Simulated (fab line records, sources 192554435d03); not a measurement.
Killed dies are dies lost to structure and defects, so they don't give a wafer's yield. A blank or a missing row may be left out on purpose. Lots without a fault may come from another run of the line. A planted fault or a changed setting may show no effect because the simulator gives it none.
A struck lot beside a sound one | flow n5_finfet | 20 steps out of a route of 1938
Sound: wafers L881.3, L881.4, L881.5. Struck: wafers L875.1, L875.4, L875.5. The cause comes at the end.
At each step with rows: each side's tool, then ch and its chambers, then its first start. Under that, the readings that differ: sound wafers | struck wafers | difference of the means | sigmas: that difference in standard deviations of wafers without a fault.
alike: readings whose means differ by less than 2 such deviations, and words and numbers that are the same on both sides. not compared: withheld readings, readings that some wafer has no value for, bounds like >300 that may hide the same value, and numbers for which the record gives no deviation and whose values overlap.
The two part at a step that has a row with sigmas, a row that says differs or no value, or rows on one side only. Numbers that don't overlap but have no deviation are shown without sigmas and don't part them. A reading that every wafer of one side lacks parts them only if that side has two wafers or more.

first, 6 steps without rows for these wafers: N5_BEOL_M5_COAT_05 (resist thk 30 nm); N5_BEOL_M5_EBR_07; N5_BEOL_M5_SOFTBAKE_06 (time 60 s); N5_BEOL_M5_EXPOSE_08 (exposes mask M5, target cd 28 nm); N5_BEOL_M5_PEB_09 (peb time 60 s); N5_BEOL_M5_DEVELOP_10 (develop time 30 s).
N5_BEOL_M5_CD_MEAS_11: target cd 27.74 nm.
  sound on cd_sem-02 ch 0, day 13 00:04; struck on cd_sem-03 ch 0, day 11 19:31
  alike: cd_nm
N5_BEOL_M5_OVL_MEAS_12:
  sound on overlay-01 ch 0, day 13 00:07; struck on overlay-01 ch 0, day 11 19:33
  alike: M5_OVL
N5_BEOL_M5_INSPECT_13: inspects for defects (brightfield).
  sound on defect_inspect-02, day 13 00:09; struck on defect_inspect-02, day 11 19:37
  alike: raw_defect_count
N5_BEOL_M5_DESCUM_16: chemistry O2, time 7 s.
  sound on rie_diel-03 ch 0,1,3, day 13 00:11; struck on rie_diel-01 ch 0,1,3, day 11 19:40
  alike: drypump_motor_current_A, oes_product_au, rf_vpp_V, showerhead_plenum_p_Torr, throttle_valve_pct
  not compared: rf_hours_counter_h
N5_BEOL_M5_ETCH_72: etches underlayer in N2/H2, target depth 6.5 nm, time 5.2 s.
  sound on rie_diel-03 ch 0,1,3, day 13 00:13; struck on rie_diel-01 ch 0,1,3, day 11 19:41
  alike: bias_w, chamber_pressure_mTorr, drypump_motor_current_A, etch_rf_on_time_s, oes_product_au, rf_vpp_V, showerhead_plenum_p_Torr, throttle_valve_pct
  not compared: rf_hours_counter_h
N5_BEOL_M5_ETCH_61: etches SiARC in CF4, target depth 15.6 nm, time 26 s.
  sound on rie_diel-03 ch 0,1,3, day 13 00:14; struck on rie_diel-01 ch 0,1,3, day 11 19:43
  alike: bias_w, cf4_flow_sccm, drypump_motor_current_A, etch_rf_on_time_s, oes_product_au, rf_vpp_V, showerhead_plenum_p_Torr, throttle_valve_pct
  not compared: rf_hours_counter_h
N5_BEOL_M5_ETCH_62: etches SOC in N2/H2, target depth 75 nm, overetch 15 nm, time 112.5 s.
  sound on rie_diel-03 ch 0,1,3, day 13 00:16; struck on rie_diel-01 ch 0,1,3, day 11 19:44
  no value came back on the struck wafers for any of 7 readings (bias_w (W), chamber_pressure_mTorr (mTorr) and others); on the sound wafers bias_w (W) reads 149.5 150.0 149.3
  reading                                         | sound       | struck   | difference | sigmas
  model.SiARC_of_BEOL_M5_COAT_60.thk_nm (nm)      | 6.6 6.8 6.8 | 12 12 12 | +5         |
  model.underlayer_of_BEOL_M5_COAT_71.thk_nm (nm) | 0 0 0       | 5 5 5    | +5         |
  not compared: rf_hours_counter_h
then, 2 steps without rows for these wafers: N5_BEOL_M5_STRIP_63 (strips in N2/H2); N5_BEOL_M5_STRIP_73 (strips in N2/H2).
N5_BEOL_M5_STRIP_64: strips in CF4.
  sound on rie_diel-03 ch 0,1,3, day 13 00:23; struck on rie_diel-01 ch 0,1,3, day 11 19:52
  alike: drypump_motor_current_A, oes_product_au, rf_vpp_V, showerhead_plenum_p_Torr, throttle_valve_pct
  not compared: rf_hours_counter_h
N5_BEOL_M5_HM_OPEN_17: chemistry Cl2/BCl3, target TiN, target depth 20 nm, overetch 6 nm.
  sound on rie_metal-03 ch 0,1, day 13 00:28; struck on rie_metal-03 ch 0,1, day 11 19:54
  reading                | sound             | struck            | difference | sigmas
  oes_product_au (a.u.)  | 0.60 0.58 0.60    | 0.27 0.26 0.26    | -0.33      | -4
  throttle_valve_pct (%) | 21.69 22.02 21.68 | 22.31 22.67 22.32 | +0.64      | +2
  alike: bcl3_flow_sccm, drypump_motor_current_A, he_backside_leak_sccm
  not compared: rf_hours_counter_h
N5_BEOL_M5_STRIP_19: strips in O2.
  sound on rie_diel-03 ch 0,1,2, day 13 00:33; struck on rie_diel-01 ch 0,1,2, day 11 20:01
  alike: drypump_motor_current_A, oes_product_au, rf_vpp_V, showerhead_plenum_p_Torr, throttle_valve_pct
  not compared: rf_hours_counter_h
N5_BEOL_M5_CD_MEAS_18: pitch 56 nm, target cd 28 nm.
  sound on cd_sem-02, day 13 00:37; struck on cd_sem-02, day 11 20:05
  reading    | sound          | struck | difference                    | sigmas
  cd_nm (nm) | 28.9 28.4 28.2 | - - -  | no value on the struck wafers |
then, 1 step without rows for these wafers: N5_BEOL_M5_COAT_65 (time 60 s, resist thk 60 nm).

WHERE THEY PART
First at N5_BEOL_M5_ETCH_62; last, within this record, at N5_BEOL_M5_CD_MEAS_18.

WHY: what the simulator had put in
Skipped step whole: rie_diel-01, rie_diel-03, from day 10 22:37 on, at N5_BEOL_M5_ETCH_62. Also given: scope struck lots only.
